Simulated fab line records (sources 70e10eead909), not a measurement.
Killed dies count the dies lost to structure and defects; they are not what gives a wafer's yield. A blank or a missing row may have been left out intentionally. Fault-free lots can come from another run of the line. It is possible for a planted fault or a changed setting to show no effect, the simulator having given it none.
fab line records	flow nand_harc
[record] lots = 11	wafers = 33	last_day = 33
route steps=1302 shown P_ZERO_WELL@16 P_STI@84 END@1302
lots with no fault: from the same line, run without faults
start_h: hours from the record's opening day to when the first of the lot's shown wafers began	wait_h: hours elapsed since this lot's preceding step	" repeats the value in the row above	L1.1+2: a single row standing in for several wafers	- no value present, or no start provided	* or withheld: withheld	< > ~ a bound
route shown NAME@n: a module of which the file shows steps, and the number in the route of the first	usual: mean/standard deviation taken from wafers without a fault	same: alike in all rows	chamber/n: place in a boat	sites: readings site by site	_std_site: their standard deviation	_edge_site: the outer-site mean with the inner-site mean subtracted	radius_mm: how far each site lies from the wafer's centre	mask NAME#n: copy n	behind: the last tool/chamber to shape the wafer	hold: why the lot was held/for how many hours/how that ended	device: the n, p or np transistor that did not switch	end of line: the route-end tests of the same wafers	a step given without rows: its recipe and nothing more	killed: the dies lost at the first sort to structure and to defects; this is not the yield of the wafer	map: a wafer's dies, x killed, . not, _ none there
set.NAME: setting as actually run; set.NAME@STEP: the setting as run at that earlier step	model.NAME: the simulator's own value behind a step, which no gauge read
route steps across a sampled set of lots; one table per step, one row per wafer
services: a tool's chamber out of use, with start hour (start_h, from the record's first day; less than 0 if before it), hours out, and reason
[[steps]]
[step NHARC_P_ZERO_WELL_DESCUM_13]
[recipe] time_s = 3	o2_flow_sccm = 200	ar_flow_sccm = 0	bias_power_w = 0	chemistry = O2
[usual] drypump_motor_current_A = 5.6/0.59	oes_product_au = 1.000/0.013	rf_vpp_V = 57.9/0.95	showerhead_plenum_p_Torr = 1.93/0.079	throttle_valve_pct = 11.313/0.0095
lot.wafer	tool	chamber	start_h	wait_h	drypump_motor_current_A	oes_product_au	rf_hours_counter_h	rf_vpp_V	showerhead_plenum_p_Torr	throttle_valve_pct
L513.2	rie_diel-08	3	41.40	-	4.8	1.016	8	57.6	1.94	11.299
L513.3	"	2	"	"	5.6	1.010	7	58.0	1.93	11.320
L513.6	"	3	"	"	4.8	1.032	-	58.0	1.94	11.311
L514.5	rie_diel-02	1	51.31	-	6.3	0.997	-	58.1	1.99	11.313
L514.4	"	2	"	"	5.7	1.007	-	58.4	1.99	11.318
L514.6	"	3	"	"	4.9	0.993	-	57.8	1.86	11.344
L515.3	rie_diel-02	2	61.28	-	5.7	1.003	5	59.0	1.98	11.308
L515.6	"	3	"	"	4.9	0.993	-	58.6	1.86	11.315
L515.4	"	1	"	"	6.3	0.996	-	57.8	1.99	11.334
L517.3	rie_diel-02	0	81.43	-	6.7	1.002	0	58.2	2.08	11.297
L517.4	"	0	"	"	6.7	1.008	-	57.4	2.08	11.309
L517.5	"	2	"	"	5.7	0.989	-	57.6	1.98	11.318
L518.2	rie_diel-08	1	91.40	-	5.6	1.008	34	55.7	1.78	11.307
L518.3	"	2	"	"	5.5	1.007	22	58.7	1.93	11.319
L518.5	"	0	"	"	5.5	1.004	-	57.5	1.87	11.308
L521.1	rie_diel-08	0	121.42	-	5.5	1.001	32	59.0	1.87	11.310
L521.3	"	1	"	"	5.6	1.001	47	57.5	1.78	11.311
L521.6	"	2	"	"	5.5	1.013	-	58.0	1.93	11.298
L524.4	rie_diel-08	3	151.40	-	4.8	1.017	46	56.8	1.92	11.306
L524.3	"	0	"	"	5.6	1.016	41	56.7	1.87	11.334
L524.1	"	1	"	"	5.6	0.998	57	57.9	1.78	11.310
L525.4	rie_diel-09	1	161.42	-	6.2	0.989	6	58.3	1.92	11.315
L525.2	"	2	"	"	5.0	0.976	6	56.6	1.79	11.312
L525.5	"	2	"	"	5.0	0.988	-	57.2	1.80	11.310
L532.4	rie_diel-02	3	231.39	-	5.0	1.004	1	56.5	1.85	11.316
L532.2	"	1	"	"	6.3	1.009	2	56.6	1.97	11.313
L532.5	"	0	"	"	6.7	1.017	-	58.6	2.06	11.308
L533.4	rie_diel-09	0	241.28	-	6.1	0.999	27	58.3	2.05	11.322
L533.6	"	3	"	"	4.7	1.002	-	57.8	1.94	11.308
L533.5	"	0	"	"	6.1	0.997	-	61.0	2.05	11.316
L534.4	rie_diel-02	1	251.41	-	6.3	1.006	6	57.8	1.97	11.307
L534.2	"	2	"	"	5.7	0.990	6	57.7	1.97	11.312
L534.3	"	3	"	"	4.9	1.012	7	58.3	1.84	11.313
[step NHARC_P_ZERO_WELL_ETCH_65]
[recipe] target_depth_a = 800	overetch_a = 240	time_s = 87.88	ion_energy_ev = 200	n2_flow_sccm = 150	h2_flow_sccm = 150	ar_flow_sccm = 0	rf_w = 400	bias_w = 150	chemistry = N2/H2
[usual] drypump_motor_current_A = 5.6/0.58	h2_flow_sccm = 150.0/0.43	n2_flow_sccm = 150.0/0.45	oes_product_au = 0.999/0.012	rf_fwd_power_W = 397.0/1.4	rf_vpp_V = 430.8/2.6	showerhead_plenum_p_Torr = 2.05/0.09	throttle_valve_pct = 14.171/0.0087
lot.wafer	tool	chamber	start_h	wait_h	drypump_motor_current_A	h2_flow_sccm	n2_flow_sccm	oes_product_au	rf_fwd_power_W	rf_hours_counter_h	rf_vpp_V	showerhead_plenum_p_Torr	throttle_valve_pct
L513.2	rie_diel-08	0	41.54	0.1	5.6	150.0	150.2	1.022	394.5	11	429.6	2.00	14.170
L513.3	"	2	"	"	5.5	150.9	150.2	1.009	396.9	7	430.0	2.06	14.166
L513.6	"	1	"	"	5.6	149.7	149.7	1.002	398.1	-	427.9	1.90	14.165
L514.6	rie_diel-02	3	51.41	0.1	5.0	149.9	149.5	1.008	397.4	-	429.8	1.98	14.167
L514.5	"	1	"	"	6.3	149.8	150.1	0.999	397.3	-	433.5	2.12	14.178
L514.4	"	2	"	"	5.7	149.4	149.0	1.011	400.4	-	434.3	2.12	14.166
L515.3	rie_diel-02	2	61.39	0.1	5.7	149.1	150.8	0.983	398.2	5	432.0	2.12	14.176
L515.4	"	1	"	"	6.3	150.3	150.0	0.987	396.7	-	432.0	2.12	14.180
L515.6	"	2	"	"	5.7	149.3	150.3	0.986	398.5	-	432.6	2.12	14.162
L517.3	rie_diel-02	2	81.53	0.1	5.7	150.2	149.9	0.996	397.1	13	431.8	2.11	14.170
L517.4	"	2	"	"	5.7	150.0	149.7	0.997	398.4	-	431.7	2.11	14.177
L517.5	"	0	"	"	6.7	150.1	149.3	1.014	395.5	-	435.3	2.22	14.154
L518.3	rie_diel-08	2	91.48	0.1	5.6	149.6	149.9	0.999	397.5	22	432.2	2.06	14.170
L518.2	"	0	"	"	5.6	150.8	149.3	1.016	397.7	23	428.1	1.99	14.170
L518.5	"	2	"	"	5.6	150.0	149.8	1.000	398.0	-	430.5	2.06	14.180
L521.1	rie_diel-08	1	121.62	0.2	5.6	150.1	149.6	1.006	396.1	47	426.1	1.89	14.178
L521.3	"	3	"	"	4.8	150.2	150.9	1.007	397.0	35	430.2	2.06	14.182
L521.6	"	0	"	"	5.5	149.9	150.1	1.010	397.1	-	428.9	1.99	14.171
L524.3	rie_diel-08	0	151.47	0.1	5.5	149.7	150.2	1.009	395.1	41	428.6	1.99	14.170
L524.4	"	1	"	"	5.6	149.9	149.6	0.996	396.0	57	425.7	1.89	14.172
L524.1	"	3	"	"	4.8	150.2	149.8	1.010	398.0	46	431.0	2.05	14.168
L525.4	rie_diel-09	3	161.52	0.1	4.7	150.0	150.2	1.005	397.9	6	433.7	2.08	14.182
L525.2	"	0	"	"	6.1	150.1	150.4	1.005	397.4	6	435.6	2.20	14.179
L525.5	"	3	"	"	4.7	149.8	150.6	1.012	397.5	-	430.8	2.08	14.186
L532.4	rie_diel-02	1	231.62	0.2	6.3	150.2	150.2	0.994	397.2	2	432.9	2.10	14.171
L532.2	"	2	"	"	5.7	150.2	149.5	0.990	398.4	1	433.1	2.10	14.159
L532.5	"	0	"	"	6.7	150.3	149.8	1.002	393.4	-	434.9	2.20	14.153
L533.4	rie_diel-09	1	241.37	0.1	6.2	149.9	149.9	1.000	396.7	33	431.7	2.04	14.162
L533.6	"	3	"	"	4.7	150.1	149.7	1.004	395.9	-	431.9	2.07	14.164
L533.5	"	0	"	"	6.2	150.1	150.3	1.000	398.6	-	435.0	2.19	14.157
L534.4	rie_diel-02	1	251.49	0.1	6.3	150.6	150.4	0.993	397.9	6	433.8	2.10	14.185
L534.3	"	3	"	"	5.0	149.8	149.9	1.001	396.9	7	428.1	1.96	14.154
L534.2	"	0	"	"	6.7	149.3	149.6	1.006	393.7	6	433.2	2.20	14.171
[step NHARC_P_ZERO_WELL_EXPOSE_49]
[recipe] na = 0.6	target_cd_nm = 2000	dose_mj = 22.64	mask_id = P_HVPW
lot.wafer	tool	chamber	start_h	wait_h	mask
L513.2+3+6	krf_scanner-04	0	45.70	-	P_HVPW#0
L514.4+5+6	krf_scanner-01	0	55.66	-	P_HVPW#0
L515.3+4+6	krf_scanner-01	0	65.49	-	P_HVPW#0
L517.3+4+5	krf_scanner-03	0	85.86	-	P_HVPW#0
L518.2+3+5	krf_scanner-03	0	95.32	-	P_HVPW#0
L521.1+3+6	krf_scanner-01	0	125.72	-	P_HVPW#0
L524.1+3+4	krf_scanner-03	0	155.56	-	P_HVPW_R1#0
L525.2+4+5	krf_scanner-03	0	165.49	-	P_HVPW#0
L532.2+4+5	krf_scanner-03	0	235.72	-	P_HVPW#0
L533.4+5+6	krf_scanner-03	0	245.48	-	P_HVPW#0
L534.2+3+4	krf_scanner-01	0	255.46	-	P_HVPW#0
[step NHARC_P_ZERO_WELL_CD_MEAS_52]
[recipe] target_cd_nm = 2000	landing_energy_ev = 500
[usual] cd_nm = 1999.4/2
[same] landing_energy_ev = 500
lot.wafer	tool	chamber	start_h	wait_h	cd_nm
L513.2	cd_sem-03	0	45.85	-	1998.0
L513.3	"	0	"	"	2001.9
L513.6	"	0	"	"	2000.0
L514.4	cd_sem-03	0	55.81	-	2000.9
L514.5	"	0	"	"	2001.1
L514.6	"	0	"	"	1998.0
L515.3	cd_sem-01	0	65.65	-	1998.8
L515.4	"	0	"	"	1997.9
L515.6	"	0	"	"	1999.0
L517.3	cd_sem-03	0	86.01	-	1994.6
L517.4	"	0	"	"	1999.1
L517.5	"	0	"	"	1996.8
L518.2	cd_sem-01	0	95.48	-	2001.2
L518.3	"	0	"	"	2000.0
L518.5	"	0	"	"	1997.5
L521.1	cd_sem-03	0	125.88	-	1998.6
L521.3	"	0	"	"	1997.6
L521.6	"	0	"	"	2000.2
L524.1	cd_sem-03	0	155.72	-	1899.8
L524.3	"	0	"	"	1902.8
L524.4	"	0	"	"	1901.1
L525.2	cd_sem-02	0	165.64	-	1999.7
L525.4	"	0	"	"	1997.9
L525.5	"	0	"	"	1996.4
L532.2	cd_sem-02	0	235.88	-	2000.4
L532.4	"	0	"	"	2001.4
L532.5	"	0	"	"	2000.7
L533.4	cd_sem-01	0	245.63	-	1999.9
L533.5	"	0	"	"	1999.1
L533.6	"	0	"	"	1998.4
L534.2	cd_sem-03	0	255.61	-	2000.3
L534.3	"	0	"	"	1998.4
L534.4	"	0	"	"	1996.9
[step NHARC_P_STI_OVL_MEAS_10]
[usual] overlay_x_nm = 0/5.5	overlay_y_nm = -2/8.2
lot.wafer	tool	chamber	start_h	wait_h	overlay_x_nm	overlay_y_nm
L513.2	overlay-02	-	64.20	-	1	-12
L513.3	"	-	"	"	1	-13
L513.6	"	-	"	"	1	-12
L514.4	overlay-01	-	72.26	-	-11	-8
L514.5	"	-	"	"	-11	-9
L514.6	"	-	"	"	-11	-9
L515.3	overlay-01	-	83.93	-	7	-11
L515.4	"	-	"	"	8	-11
L515.6	"	-	"	"	7	-10
L517.3	overlay-02	-	105.01	-	-6	-6
L517.4	"	-	"	"	-6	-6
L517.5	"	-	"	"	-6	-7
L518.2	overlay-01	-	113.73	-	11	-13
L518.3	"	-	"	"	10	-13
L518.5	"	-	"	"	10	-13
L521.1	overlay-01	-	143.97	-	-1	-7
L521.3	"	-	"	"	-1	-6
L521.6	"	-	"	"	-1	-7
L524.1	overlay-02	-	172.88	-	-7	-7
L524.3	"	-	"	"	-7	-6
L524.4	"	-	"	"	-8	-6
L525.2	overlay-02	-	183.51	-	-4	0
L525.4	"	-	"	"	-4	0
L525.5	"	-	"	"	-4	0
L532.2	overlay-02	-	254.89	-	-7	3
L532.4	"	-	"	"	-7	3
L532.5	"	-	"	"	-7	3
L533.4	overlay-02	-	263.45	-	2	-3
L533.5	"	-	"	"	2	-3
L533.6	"	-	"	"	2	-2
L534.2	overlay-01	-	272.78	-	-2	-8
L534.3	"	-	"	"	-1	-8
L534.4	"	-	"	"	-2	-8
[step NHARC_END_SORT_01]
[recipe] temp_c = 25
[usual] killed_at_array = 55/23	killed_at_other = 1.0/1.2	killed_at_periphery = 3.2/2.7	killed_dies = 59/23	killed_open = 3.1/1.6	killed_short = 2.2/1.5
[same] gross_dies = 677
lot.wafer	tool	chamber	start_h	wait_h	killed_at_array	killed_at_other	killed_at_periphery	killed_dies	killed_open	killed_short
L524.3	prober-01	0	682.74	3.1	53	0	3	56	3	2
// killed by level:class
L524.3 A_SLIT:chamber_film_flake=32 A_STAIRCASE:chamber_film_flake=6 A_CONTACT:chamber_film_flake=6 A_CHANNEL_HOLE_D1:chamber_film_flake=5 P_GATE:geometric_particle:short=1 P_M2:geometric_particle:open=1 A_DECK1_JOINT:geometric_particle:short=1 A_CHANNEL_FILL_D2:geometric_particle:open=1
[[services]]
tool	chamber	start_h	hours	kind
rie_diel-02	0	28.07	16.4	repair
rie_diel-08	2	36.31	1.8	repair
rie_diel-02	-	39.77	9.0	pm
krf_scanner-03	-	52.01	4.0	pm
krf_scanner-03	-	60.23	0.6	repair
rie_diel-08	2	72.77	6.3	repair
rie_diel-08	0	77.69	3.1	repair
rie_diel-02	3	79.83	4.8	repair
rie_diel-02	-	102.83	0.5	repair
krf_scanner-01	-	130.02	2.0	repair
rie_diel-02	-	139.34	0.2	repair
rie_diel-08	1	139.93	4.3	repair
krf_scanner-01	-	140.00	4.0	pm
rie_diel-09	-	143.17	9.0	pm
rie_diel-09	2	184.02	4.3	repair
rie_diel-09	0	185.73	11.3	repair
krf_scanner-03	-	186.09	0.4	repair
rie_diel-08	1	189.45	2.6	repair
rie_diel-08	-	190.84	9.0	pm
rie_diel-09	3	197.26	6.5	repair
krf_scanner-03	-	208.50	0.1	repair
rie_diel-02	-	216.77	9.0	pm
krf_scanner-03	-	224.01	4.0	pm
rie_diel-02	0	238.23	3.5	repair
[[key]]
[first_sign] step = NHARC_P_ZERO_WELL_EXPOSE_49	reading = mask	direction = changed
[effect] step = NHARC_P_ZERO_WELL_CD_MEAS_52	reading = cd_nm	direction = down	sigmas = 50	usual = 1999.4	struck = 1901.2
met_at NHARC_P_ZERO_WELL_EXPOSE_49
struck_lots L524
tester_left_out L524
not_acting_at NHARC_P_ZERO_WELL_DESCUM_13,NHARC_P_ZERO_WELL_ETCH_65,NHARC_P_STI_OVL_MEAS_10
onset_between 95.32 155.56
[fault] kind = wrong_mask	tool = any	chamber = -	onset_h = 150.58	steps = NHARC_P_ZERO_WELL_EXPOSE_49	aux_copy = P_HVPW_R1#0	cd_offset_nm = -96.058	scope = struck_lots_only
// tester_left_out: of these lots the tester's yield and bins aren't shown, on N5 and GAA mostly nor the transistor test; their killed dies are dies lost to structure and defects alone, not to doping, threshold or leakage, so they don't give the yield
